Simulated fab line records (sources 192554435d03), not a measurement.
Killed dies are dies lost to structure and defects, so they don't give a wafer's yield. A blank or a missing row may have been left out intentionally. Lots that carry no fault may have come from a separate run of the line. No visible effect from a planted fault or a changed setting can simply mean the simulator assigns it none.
Which of the tools did it? ; flow n5_finfet ; Sampling: 9 lots, 27 wafers, 7 of 1938 route steps

== WHAT THE GAUGES READ, wafer by wafer ==
N5_BEOL_M7_OCD_MEAS_38.
lot;measured;on;trench_depth_nm (nm)
L418;day 9 19:44;ocd-02;91.0 93.2 95.7
L422;day 10 13:44;ocd-02;91.9 89.7 94.8
L424;day 11 13:08;ocd-02;92.9 89.2 93.5
L427;day 12 05:53;ocd-02;93.6 90.0 92.7
L432;day 13 12:32;ocd-02;96.3 91.3 101.4
L433;day 13 13:56;ocd-02;95.0 93.1 101.9
L431;day 13 16:28;ocd-01;92.2 93.2 96.0
L439;day 15 21:48;ocd-01;94.1 92.9 91.8
L440;day 17 02:17;ocd-01;93.2 90.4 93.1

N5_BEOL_M7_THK_MEAS_53: measures by xrf.
lot;measured;on;M7_THK (nm)
L418;day 10 00:25;film_metro-01;75.0 80.2 82.3
L422;day 10 16:50;film_metro-01;76.5 74.4 78.8
L424;day 11 16:06;film_metro-01;79.2 74.8 78.6
L427;day 12 08:10;film_metro-01;78.4 74.2 78.6
L432;day 13 15:53;film_metro-01;83.4 78.0 90.1
L433;day 13 16:22;film_metro-01;81.1 79.6 87.7
L431;day 13 18:33;film_metro-02;79.3 79.2 82.4
L439;day 16 00:32;film_metro-01;79.7 77.5 76.9
L440;day 17 05:53;film_metro-01;78.7 76.5 77.9

N5_BEOL_M7_RS_MEAS_57: measures by four-point-probe.
lot;measured;on;M7_RS (ohm/sq)
L418;day 10 00:32;film_metro-01;0.302 0.279 0.271
L422;day 10 16:58;film_metro-01;0.296 0.304 0.286
L424;day 11 16:14;film_metro-02;0.285 0.305 0.288
L427;day 12 08:18;film_metro-01;0.289 0.310 0.290
L432;day 13 16:01;film_metro-02;0.271 0.293 0.249
L433;day 13 16:30;film_metro-01;0.278 0.285 0.254
L431;day 13 18:41;film_metro-01;0.286 0.287 0.276
L439;day 16 00:40;film_metro-02;0.285 0.292 0.298
L440;day 17 06:01;film_metro-02;0.289 0.298 0.293

== TOOL THAT RAN EACH LOT (tool first, then ch and the chambers of the sampled wafers, then the start) ==
lot;N5_BEOL_M7_ETCH_72;N5_BEOL_M7_TRENCH_ETCH_37;N5_BEOL_M7_DEGAS_44;N5_BEOL_M7_PRE_CLEAN_45
L418;rie_diel-03 ch 1,2,3, day 9 19:20;rie_diel-03 ch 1,2,3, day 9 19:34;pvd_sputter-01, day 9 21:49;pvd_sputter-01, day 9 21:51
L422;rie_diel-05 ch 0,1,3, day 10 13:20;rie_diel-05 ch 0,1,3, day 10 13:34;pvd_sputter-01, day 10 14:37;pvd_sputter-01, day 10 14:39
L424;rie_diel-05 ch 0,2, day 11 12:45;rie_diel-05 ch 0,2, day 11 12:59;pvd_sputter-03, day 11 14:11;pvd_sputter-03, day 11 14:14
L427;rie_diel-03 ch 0,2,3, day 12 05:29;rie_diel-03 ch 0,2,3, day 12 05:44;pvd_sputter-02, day 12 06:27;pvd_sputter-02, day 12 06:29
L432;rie_diel-03 ch 0,1,3, day 13 12:08;rie_diel-03 ch 0,1,3, day 13 12:22;pvd_sputter-03, day 13 14:25;pvd_sputter-03, day 13 14:28
L433;rie_diel-03 ch 0,1,2, day 13 13:33;rie_diel-03 ch 0,1,2, day 13 13:47;pvd_sputter-03, day 13 14:55;pvd_sputter-03, day 13 14:58
L431;rie_diel-06 ch 0,1,3, day 13 16:04;rie_diel-06 ch 0,1,3, day 13 16:19;pvd_sputter-03, day 13 17:01;pvd_sputter-03, day 13 17:03
L439;rie_diel-05 ch 1,2,3, day 15 21:25;rie_diel-05 ch 1,2,3, day 15 21:38;pvd_sputter-03, day 15 22:34;pvd_sputter-03, day 15 22:37
L440;rie_diel-05 ch 1,2,3, day 17 01:53;rie_diel-05 ch 1,2,3, day 17 02:07;pvd_sputter-03, day 17 02:49;pvd_sputter-03, day 17 02:51
- N5_BEOL_M7_ETCH_72: etches underlayer in N2/H2, target depth 6.5 nm, time 5.2 s.
- N5_BEOL_M7_TRENCH_ETCH_37: etches SiCOH lowk in C4F6/O2, target depth 93.478 nm, time 31.2 s.
- N5_BEOL_M7_DEGAS_44: time 60 s.
- N5_BEOL_M7_PRE_CLEAN_45: time 30 s.

== AS READ BY THE TOOLS THEMSELVES (means over the sampled wafers that have a number; for cases with no such wafer, the mark the record gives instead) ==
N5_BEOL_M7_ETCH_72.
lot;tool;bias_w (W);chamber_pressure_mTorr (mTorr);drypump_motor_current_A (A);etch_rf_on_time_s (s);n2_flow_sccm (sccm);oes_product_au (a.u.);rf_vpp_V (V);showerhead_plenum_p_Torr (Torr);throttle_valve_pct (%)
L418;rie_diel-03;150.0;29.97;5.5;5.12;200.5;0.69;522.6;2.52;17.60
L422;rie_diel-05;150.2;30.02;6.1;5.34;200.2;0.66;523.7;2.52;17.86
L424;rie_diel-05;149.6;30.02;5.1;5.26;199.8;0.67;523.5;2.56;17.74
L427;rie_diel-03;150.1;30.00;5.6;5.18;200.3;0.64;522.9;2.54;17.73
L432;rie_diel-03;150.3;29.98;5.3;5.20;199.3;0.66;523.9;2.55;17.70
L433;rie_diel-03;150.1;30.01;5.7;5.02;200.0;0.66;521.6;2.47;17.61
L431;rie_diel-06;150.0;29.98;5.7;5.20;200.0;0.63;522.7;2.54;17.90
L439;rie_diel-05;149.9;30.04;5.8;5.19;200.0;0.67;524.1;2.52;17.79
L440;rie_diel-05;149.9;30.02;5.8;5.20;199.8;0.67;523.3;2.52;17.82

N5_BEOL_M7_TRENCH_ETCH_37.
lot;tool;C4F6_flow_sccm (sccm);bias_w (W);chamber_pressure_mTorr (mTorr);drypump_motor_current_A (A);mfc_ar_sccm (sccm);oes_product_au (a.u.);rf_vpp_V (V);showerhead_plenum_p_Torr (Torr);throttle_valve_pct (%)
L418;rie_diel-03;10.012;185.5;29.989;5.5;300.8;0.80;654;2.84;20.77
L422;rie_diel-05;10.030;185.0;30.007;6.1;300.5;0.78;669;2.82;20.86
L424;rie_diel-05;10.011;184.9;29.994;5.1;299.7;0.79;655;2.87;20.97
L427;rie_diel-03;10.021;185.5;29.993;5.6;300.9;0.75;668;2.84;20.77
L432;rie_diel-03;9.974;201.1;30.004;5.3;301.0;0.80;702;2.85;20.82
L433;rie_diel-03;9.996;200.6;30.013;5.7;299.9;0.77;707;2.77;20.73
L431;rie_diel-06;9.989;185.5;30.001;5.7;299.9;0.74;673;2.83;20.89
L439;rie_diel-05;10.030;185.4;29.972;5.8;299.0;0.79;671;2.83;20.89
L440;rie_diel-05;9.986;185.0;30.005;5.8;299.7;0.77;671;2.82;20.90

N5_BEOL_M7_DEGAS_44.
lot;tool;heater_power_w (W)
L418;pvd_sputter-01;356
L422;pvd_sputter-01;376
L424;pvd_sputter-03;317
L427;pvd_sputter-02;332
L432;pvd_sputter-03;335
L433;pvd_sputter-03;341
L431;pvd_sputter-03;340
L439;pvd_sputter-03;338
L440;pvd_sputter-03;339

N5_BEOL_M7_PRE_CLEAN_45.
lot;tool;heater_power_w (W)
L418;pvd_sputter-01;359
L422;pvd_sputter-01;366
L424;pvd_sputter-03;313
L427;pvd_sputter-02;330
L432;pvd_sputter-03;337
L433;pvd_sputter-03;345
L431;pvd_sputter-03;338
L439;pvd_sputter-03;337
L440;pvd_sputter-03;345

== THE ANSWER, worked out from the rows above alone ==
Rule: usual is defined by the lots themselves. The widest of any qualifying gaps counts: lots, ordered by their means at a reading, are off when they make up no more than a third of the lots, leave a main group of 4 or more, and stand apart from it by 3 or more times the standard deviation of that group's means. A main group whose means are all the same, to the digits that the tables above print for the reading, isn't used. A lot without any number at a reading at which 4 lots or more have one is off too. Where the step has rows for the other lots, those lots are counted as sound. Order of review: gauges by route order, followed by the tools' own readings, for which a lot's mean as printed above is used. At the first step where some lot is off, the reading lying furthest off is the one used; lots without a number count as furthest.
Off, at N5_BEOL_M7_OCD_MEAS_38 on trench_depth_nm: L432, L433. Mean 92.6 nm and standard deviation 0.67 in the main group.
If a tool, at a process step before that reading, ran all the lots that are off and no sound lot after the first of them, it fits. The gauges at N5_BEOL_M7_OCD_MEAS_38 aren't tried: what is off there is off at N5_BEOL_M7_TRENCH_ETCH_37 too, on other tools, and a gauge's error can't cause that. One fits: rie_diel-03 at N5_BEOL_M7_ETCH_72 and N5_BEOL_M7_TRENCH_ETCH_37. At N5_BEOL_M7_ETCH_72 its last sound lot is L427 (day 12 05:29), its first lot that is off L432 (day 13 12:08): a fault that began between those two fits.

== WHAT THE SIMULATOR PUT IN ==
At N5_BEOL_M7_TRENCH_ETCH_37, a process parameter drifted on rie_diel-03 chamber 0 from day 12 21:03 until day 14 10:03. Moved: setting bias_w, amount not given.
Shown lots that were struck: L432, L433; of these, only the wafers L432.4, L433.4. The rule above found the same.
